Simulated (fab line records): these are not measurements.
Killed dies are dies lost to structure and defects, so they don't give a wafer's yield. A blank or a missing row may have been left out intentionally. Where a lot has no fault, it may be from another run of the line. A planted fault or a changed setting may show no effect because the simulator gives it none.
Split-lot study :: flow n5_finfet :: on a route of 1938 steps: 7 lots, 39 wafers read

## SPLIT DETAILS
At N5_FIN_SAQP_ETCH_52 (etches SOC in N2/H2, target depth 100 nm, overetch 20 nm, time 150 s), the setting source_w was moved away from the recipe's 840 W on 12 of the 39 wafers read, by -14.9% to +6.4%. For the rest of the wafers, this setting stayed at what the recipe calls for.

Reading taken at the split's own step.

## THE READING
rf_vpp_V, in V, at N5_FIN_SAQP_ETCH_52 (etches SOC in N2/H2, target depth 100 nm, overetch 20 nm, time 150 s). On this fab line, fault-free wafers typically give 525.1 V with a standard deviation of 2.8 V.

wafer: L079.1
tool, chamber at the split: rie_diel-02, 0
source_w as run, W: 840
against the recipe: recipe
rf_vpp_V, V: 527.1
against lot-mates on the recipe: -

wafer: L079.2
tool, chamber at the split: rie_diel-02, 3
source_w as run, W: 784.6
against the recipe: -6.6%
rf_vpp_V, V: 539.7
against lot-mates on the recipe: +17.2

wafer: L079.3
tool, chamber at the split: rie_diel-02, 2
source_w as run, W: 840
against the recipe: recipe
rf_vpp_V, V: 519.7
against lot-mates on the recipe: -

wafer: L079.4
tool, chamber at the split: rie_diel-02, 3
source_w as run, W: 784.6
against the recipe: -6.6%
rf_vpp_V, V: 539.6
against lot-mates on the recipe: +17.1

wafer: L079.5
tool, chamber at the split: rie_diel-02, 2
source_w as run, W: 840
against the recipe: recipe
rf_vpp_V, V: 520.7
against lot-mates on the recipe: -

wafer: L079.6
tool, chamber at the split: rie_diel-02, 0
source_w as run, W: 784.6
against the recipe: -6.6%
rf_vpp_V, V: 538.8
against lot-mates on the recipe: +16.3

wafer: L080.1
tool, chamber at the split: rie_diel-02, 3
source_w as run, W: 893.6
against the recipe: +6.4%
rf_vpp_V, V: 516.5
against lot-mates on the recipe: -7.9

wafer: L080.2
tool, chamber at the split: rie_diel-02, 2
source_w as run, W: 893.6
against the recipe: +6.4%
rf_vpp_V, V: 511.3
against lot-mates on the recipe: -13.1

wafer: L080.3
tool, chamber at the split: rie_diel-02, 0
source_w as run, W: 893.6
against the recipe: +6.4%
rf_vpp_V, V: 517.1
against lot-mates on the recipe: -7.3

wafer: L080.4
tool, chamber at the split: rie_diel-02, 3
source_w as run, W: 840
against the recipe: recipe
rf_vpp_V, V: 526.7
against lot-mates on the recipe: -

wafer: L080.5
tool, chamber at the split: rie_diel-02, 2
source_w as run, W: 840
against the recipe: recipe
rf_vpp_V, V: 519.6
against lot-mates on the recipe: -

wafer: L080.6
tool, chamber at the split: rie_diel-02, 0
source_w as run, W: 840
against the recipe: recipe
rf_vpp_V, V: 526.8
against lot-mates on the recipe: -

wafer: L081.1
tool, chamber at the split: rie_diel-05, 3
source_w as run, W: 840
against the recipe: recipe
rf_vpp_V, V: 526.1
against lot-mates on the recipe: -

wafer: L081.2
tool, chamber at the split: rie_diel-05, 2
source_w as run, W: 840
against the recipe: recipe
rf_vpp_V, V: 526.5
against lot-mates on the recipe: -

wafer: L081.3
tool, chamber at the split: rie_diel-05, 1
source_w as run, W: 840
against the recipe: recipe
rf_vpp_V, V: 522.5
against lot-mates on the recipe: -

wafer: L081.4
tool, chamber at the split: rie_diel-05, 0
source_w as run, W: 840
against the recipe: recipe
rf_vpp_V, V: 528.6
against lot-mates on the recipe: -

wafer: L081.5
tool, chamber at the split: rie_diel-05, 3
source_w as run, W: 840
against the recipe: recipe
rf_vpp_V, V: 524.3
against lot-mates on the recipe: -

wafer: L081.6
tool, chamber at the split: rie_diel-05, 0
source_w as run, W: 840
against the recipe: recipe
rf_vpp_V, V: 528.0
against lot-mates on the recipe: -

wafer: L082.1
tool, chamber at the split: rie_diel-02, 2
source_w as run, W: 840
against the recipe: recipe
rf_vpp_V, V: 521.5
against lot-mates on the recipe: -

wafer: L082.2
tool, chamber at the split: rie_diel-02, 3
source_w as run, W: 840
against the recipe: recipe
rf_vpp_V, V: 526.6
against lot-mates on the recipe: -

wafer: L082.3
tool, chamber at the split: rie_diel-02, 0
source_w as run, W: 741.2
against the recipe: -11.8%
rf_vpp_V, V: 548.4
against lot-mates on the recipe: +25.4

wafer: L082.4
tool, chamber at the split: rie_diel-02, 1
source_w as run, W: 840
against the recipe: recipe
rf_vpp_V, V: 521.0
against lot-mates on the recipe: -

wafer: L082.5
tool, chamber at the split: rie_diel-02, 3
source_w as run, W: 741.2
against the recipe: -11.8%
rf_vpp_V, V: 549.8
against lot-mates on the recipe: +26.8

wafer: L082.6
tool, chamber at the split: rie_diel-02, 2
source_w as run, W: 741.2
against the recipe: -11.8%
rf_vpp_V, V: 539.9
against lot-mates on the recipe: +16.9

wafer: L088.1
tool, chamber at the split: rie_diel-02, 3
source_w as run, W: 715.2
against the recipe: -14.9%
rf_vpp_V, V: 555.5
against lot-mates on the recipe: +34.3

wafer: L088.2
tool, chamber at the split: rie_diel-02, 2
source_w as run, W: 840
against the recipe: recipe
rf_vpp_V, V: 519.9
against lot-mates on the recipe: -

wafer: L088.3
tool, chamber at the split: rie_diel-02, 1
source_w as run, W: 715.2
against the recipe: -14.9%
rf_vpp_V, V: 551.9
against lot-mates on the recipe: +30.7

wafer: L088.4
tool, chamber at the split: rie_diel-02, 0
source_w as run, W: 715.2
against the recipe: -14.9%
rf_vpp_V, V: 555.5
against lot-mates on the recipe: +34.3

wafer: L088.5
tool, chamber at the split: rie_diel-02, 1
source_w as run, W: 840
against the recipe: recipe
rf_vpp_V, V: 523.3
against lot-mates on the recipe: -

wafer: L088.6
tool, chamber at the split: rie_diel-02, 2
source_w as run, W: 840
against the recipe: recipe
rf_vpp_V, V: 520.4
against lot-mates on the recipe: -

wafer: L090.2
tool, chamber at the split: rie_diel-03, 3
source_w as run, W: 840
against the recipe: recipe
rf_vpp_V, V: 527.3
against lot-mates on the recipe: -

wafer: L090.4
tool, chamber at the split: rie_diel-03, 2
source_w as run, W: 840
against the recipe: recipe
rf_vpp_V, V: 528.0
against lot-mates on the recipe: -

wafer: L090.6
tool, chamber at the split: rie_diel-03, 3
source_w as run, W: 840
against the recipe: recipe
rf_vpp_V, V: 524.9
against lot-mates on the recipe: -

wafer: L093.1
tool, chamber at the split: rie_diel-03, 2
source_w as run, W: 840
against the recipe: recipe
rf_vpp_V, V: 527.7
against lot-mates on the recipe: -

wafer: L093.2
tool, chamber at the split: rie_diel-03, 1
source_w as run, W: 840
against the recipe: recipe
rf_vpp_V, V: 525.7
against lot-mates on the recipe: -

wafer: L093.3
tool, chamber at the split: rie_diel-03, 3
source_w as run, W: 840
against the recipe: recipe
rf_vpp_V, V: 525.8
against lot-mates on the recipe: -

wafer: L093.4
tool, chamber at the split: rie_diel-03, 3
source_w as run, W: 840
against the recipe: recipe
rf_vpp_V, V: 526.2
against lot-mates on the recipe: -

wafer: L093.5
tool, chamber at the split: rie_diel-03, 1
source_w as run, W: 840
against the recipe: recipe
rf_vpp_V, V: 527.4
against lot-mates on the recipe: -

wafer: L093.6
tool, chamber at the split: rie_diel-03, 2
source_w as run, W: 840
against the recipe: recipe
rf_vpp_V, V: 528.4
against lot-mates on the recipe: -

FIT RESULTS
A straight line over all 39 wafers: rf_vpp_V changes by -1.89 V for each +1% of source_w; r = -0.96; the points scatter about the line by 3.1 V.
The same after taking each lot's own level away (the mean of its wafers on the recipe; 39 wafers): -2.07 V for each +1%; r = -0.97; scatter 2.8 V.
On that fit, the largest move of source_w shifts the reading by 31 V.
Measured against the standard deviation above, the lots' own levels, which go from 521.20 to 526.87 V, span 2.0 times it.
The two slopes agree, so the slope changes little with the lot-to-lot level.
Check: for one of the wafers moved furthest among these (-14.9%), held out of the fit, the line's prediction against its lot-mates is +30.8 V. Against them it came out at +34.3 V.
Tool readings at the split's step, against how far the setting was moved: rf_vpp_V r = -0.96.

## OTHER SPLITS APPLIED TO THESE WAFERS
These wafers also went through other splits before the reading. Each is held against what the fit with the lots' levels taken away leaves over:
other split on the same wafers: N5_ZERO_LAYER_PECVD_02 target_thk_a
wafers away from the commonest value: 9
r with rf_vpp_V (lot level and that fit taken away): -0.21

other split on the same wafers: N5_FIN_SAQP_ALD_61 ald_cycles
wafers away from the commonest value: 9
r with rf_vpp_V (lot level and that fit taken away): +0.16

## THE FILE'S OWN FIT
rf_vpp_V changes by -2.11 V for each +1% of source_w, r = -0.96.
